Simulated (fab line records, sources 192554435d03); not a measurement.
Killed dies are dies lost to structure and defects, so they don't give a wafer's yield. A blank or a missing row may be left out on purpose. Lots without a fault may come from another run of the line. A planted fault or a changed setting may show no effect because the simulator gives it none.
A struck lot beside a sound one | flow n5_finfet | 15 steps out of a route of 1938
Sound: wafers L397.1, L397.3, L397.4. Struck: wafers L409.1, L409.3, L409.4. The cause comes at the end.
At each step with rows: each side's tool, then ch and its chambers, then its first start. Under that, the readings that differ: sound wafers | struck wafers | difference of the means | sigmas: that difference in standard deviations of wafers without a fault.
alike: readings whose means differ by less than 2 such deviations, and words and numbers that are the same on both sides. not compared: withheld readings, readings that some wafer has no value for, bounds like >300 that may hide the same value, and numbers for which the record gives no deviation and whose values overlap.
The two part at a step that has a row with sigmas, a row that says differs or no value, or rows on one side only. Numbers that don't overlap but have no deviation are shown without sigmas and don't part them. A reading that every wafer of one side lacks parts them only if that side has two wafers or more.

first, 8 steps without rows for these wafers: N5_SD_EPI_N_COAT_32 (time 60 s, resist thk 350 nm); N5_SD_EPI_N_COAT_33 (time 60 s, resist thk 35 nm); N5_SD_EPI_N_COAT_03 (resist thk 150 nm); N5_SD_EPI_N_EBR_05; N5_SD_EPI_N_SOFTBAKE_04 (time 60 s); N5_SD_EPI_N_EXPOSE_06 (exposes mask SD N BLK, target cd 120 nm); N5_SD_EPI_N_PEB_07 (peb time 60 s); N5_SD_EPI_N_DEVELOP_08 (develop time 30 s).
N5_SD_EPI_N_CD_MEAS_09: target cd 120 nm.
  sound on cd_sem-01 ch 0, day 5 08:59; struck on cd_sem-03 ch 0, day 8 02:46
  alike: cd_nm
N5_SD_EPI_N_OVL_MEAS_10:
  sound on overlay-02 ch 0, day 5 09:01; struck on overlay-02 ch 0, day 8 02:48
  alike: SD_N_BLK_OVL
N5_SD_EPI_N_INSPECT_11: inspects for defects (macro).
  sound on defect_inspect-01, day 5 09:02; struck on defect_inspect-01, day 8 02:50
  alike: raw_defect_count
N5_SD_EPI_N_DESCUM_14: chemistry O2, time 7.9 s.
  sound on rie_diel-06 ch 1,3, day 5 09:29; struck on rie_diel-06 ch 1,2,3, day 8 03:09
  alike: drypump_motor_current_A, oes_product_au, rf_vpp_V, showerhead_plenum_p_Torr, throttle_valve_pct
  not compared: rf_hours_counter_h
N5_SD_EPI_N_ETCH_34: etches SiARC in CF4, target depth 45.5 nm, time 75.8 s.
  sound on rie_diel-06 ch 1,3, day 5 09:31; struck on rie_diel-06 ch 1,2,3, day 8 03:11
  reading               | sound          | struck            | difference | sigmas
  etch_rf_on_time_s (s) | 77.7 78.6 77.9 | 126.7 126.2 128.5 | +49.1      | +18
  alike: drypump_motor_current_A, oes_product_au, rf_vpp_V, showerhead_plenum_p_Torr, throttle_valve_pct
  not compared: rf_hours_counter_h
N5_SD_EPI_N_ETCH_35: etches SOC in N2/H2, overetch 108 nm, time 486 s.
  sound on rie_diel-06 ch 1,3, day 5 09:35; struck on rie_diel-06 ch 1,2,3, day 8 03:14
  alike: drypump_motor_current_A, n2_flow_sccm, oes_product_au, rf_vpp_V, showerhead_plenum_p_Torr, throttle_valve_pct
  not compared: rf_hours_counter_h
-- the record jumps here: 9 days lie between the struck wafers' starts before and after (it left off in module SD_EPI_N and takes up again in module PASSIVATION, whose first step shown is number 1936 of the route) --
N5_PASSIVATION_PROBE_49:
  sound on prober-02, day 14 19:49; struck on prober-01, day 17 02:40
  reading         | sound | struck | difference | sigmas
  killed_at_other | 0     | 4 5 12 | +7         | +2
  alike: killed_at_M0_to_M3, killed_at_M4_up, killed_at_contacts, killed_at_front_end, killed_dies, killed_open, killed_short

WHERE THEY PART
First at N5_SD_EPI_N_ETCH_34; last, within this record, at N5_PASSIVATION_PROBE_49.

WHY: what the simulator had put in
Process parameter drift: rie_diel-06, from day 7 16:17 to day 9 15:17, at N5_SD_EPI_N_ETCH_34. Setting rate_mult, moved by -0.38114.
